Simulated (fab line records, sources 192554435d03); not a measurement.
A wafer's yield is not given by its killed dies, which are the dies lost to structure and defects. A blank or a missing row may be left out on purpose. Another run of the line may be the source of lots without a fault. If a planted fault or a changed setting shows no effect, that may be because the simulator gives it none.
Matching of chambers + flow n5Finfet + N5_BEOL_M9_ETCH_62 on rieDiel-06 has 4 sister chambers
The step etches SOC in N2/H2, target depth 110 nm, overetch 22 nm, time 165 s. 20 wafers are shown with their chamber, then 10 later ones without.

WAFERS PAIRED WITH THEIR CHAMBERS
| wafer  | chamber | drypumpMotorCurrentA (A) | showerheadPlenumPTorr (Torr) | oesProductAu (a.u.) |
|--------|---------|--------------------------|------------------------------|---------------------|
| L078.1 | 0       | 5.2                      | 2.45                         | 0.67                |
| L078.3 | 1       | 6.6                      | 2.52                         | 0.57                |
| L078.5 | 2       | 5.7                      | 2.63                         | 0.62                |
| L077.1 | 1       | 6.6                      | 2.52                         | 0.57                |
| L077.4 | 3       | 5.7                      | 2.62                         | 0.61                |
| L077.5 | 1       | 6.5                      | 2.52                         | 0.57                |
| L082.2 | 2       | 5.7                      | 2.63                         | 0.61                |
| L082.4 | 2       | 5.7                      | 2.63                         | 0.62                |
| L082.5 | 0       | 5.2                      | 2.45                         | 0.66                |
| L084.1 | 2       | 5.6                      | 2.62                         | 0.61                |
| L084.5 | 2       | 5.6                      | 2.62                         | 0.62                |
| L084.6 | 0       | 5.2                      | 2.45                         | 0.65                |
| L087.1 | 0       | 5.2                      | 2.44                         | 0.65                |
| L087.5 | 3       | 5.7                      | 2.61                         | 0.59                |
| L087.6 | 0       | 5.2                      | 2.44                         | 0.64                |
| L093.2 | 0       | 5.2                      | 2.44                         | 0.64                |
| L093.3 | 2       | 5.7                      | 2.62                         | 0.61                |
| L093.5 | 3       | 5.7                      | 2.61                         | 0.59                |
| L095.1 | 3       | 5.7                      | 2.61                         | 0.59                |
| L095.3 | 0       | 5.2                      | 2.44                         | 0.63                |

SIGNATURES (means of the wafers above)
| reading               | chamber 0 | chamber 1 | chamber 2 | chamber 3 | scatter within a chamber |
|-----------------------|-----------|-----------|-----------|-----------|--------------------------|
| drypumpMotorCurrentA  | 5.200     | 6.567     | 5.667     | 5.700     | 0.0354                   |
| showerheadPlenumPTorr | 2.4443    | 2.5200    | 2.6250    | 2.6125    | 0.00498                  |
| oesProductAu          | 0.6486    | 0.5700    | 0.6150    | 0.5950    | 0.0098                   |
Rule: for a wafer and a chamber, the distance is found by dividing, reading by reading, the gap between the wafer's reading and the chamber's mean by the reading's scatter, squaring, summing and taking the root. If the next closest chamber is less than 2 further off than the closest, the wafer can't be placed; otherwise it belongs to the closest. The scatter is the square root of a quotient: the sum, over the shown wafers, of each reading's squared deviation from its chamber's mean, divided by wafers minus chambers.

WAFERS WITH NO CHAMBER GIVEN
| wafer  | drypumpMotorCurrentA (A) | showerheadPlenumPTorr (Torr) | oesProductAu (a.u.) |
|--------|--------------------------|------------------------------|---------------------|
| L095.5 | 5.6                      | 2.61                         | 0.59                |
| L094.1 | 5.6                      | 2.61                         | 0.61                |
| L094.2 | 5.2                      | 2.44                         | 0.64                |
| L094.3 | 5.6                      | 2.61                         | 0.59                |
| L092.4 | 5.7                      | 2.61                         | 0.59                |
| L092.5 | 5.6                      | 2.61                         | 0.60                |
| L092.6 | 5.2                      | 2.44                         | 0.64                |
| L096.1 | 5.6                      | 2.61                         | 0.59                |
| L096.5 | 5.2                      | 2.44                         | 0.63                |
| L096.6 | 6.5                      | 2.51                         | 0.76                |

WHICH CHAMBER EACH ONE RAN IN
| wafer  | from the rows above     | in truth |
|--------|-------------------------|----------|
| L095.5 | can't be placed: 3 or 2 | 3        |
| L094.1 | can't be placed: 3 or 2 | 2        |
| L094.2 | 0                       | 0        |
| L094.3 | can't be placed: 3 or 2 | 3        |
| L092.4 | 3                       | 3        |
| L092.5 | can't be placed: 3 or 2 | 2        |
| L092.6 | 0                       | 0        |
| L096.1 | can't be placed: 3 or 2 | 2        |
| L096.5 | 0                       | 0        |
| L096.6 | 1                       | 1        |
Placed correctly: 5 of 10. These rows do not allow placing 5 (true chamber among the candidates in 5). Wrongly placed: 0.
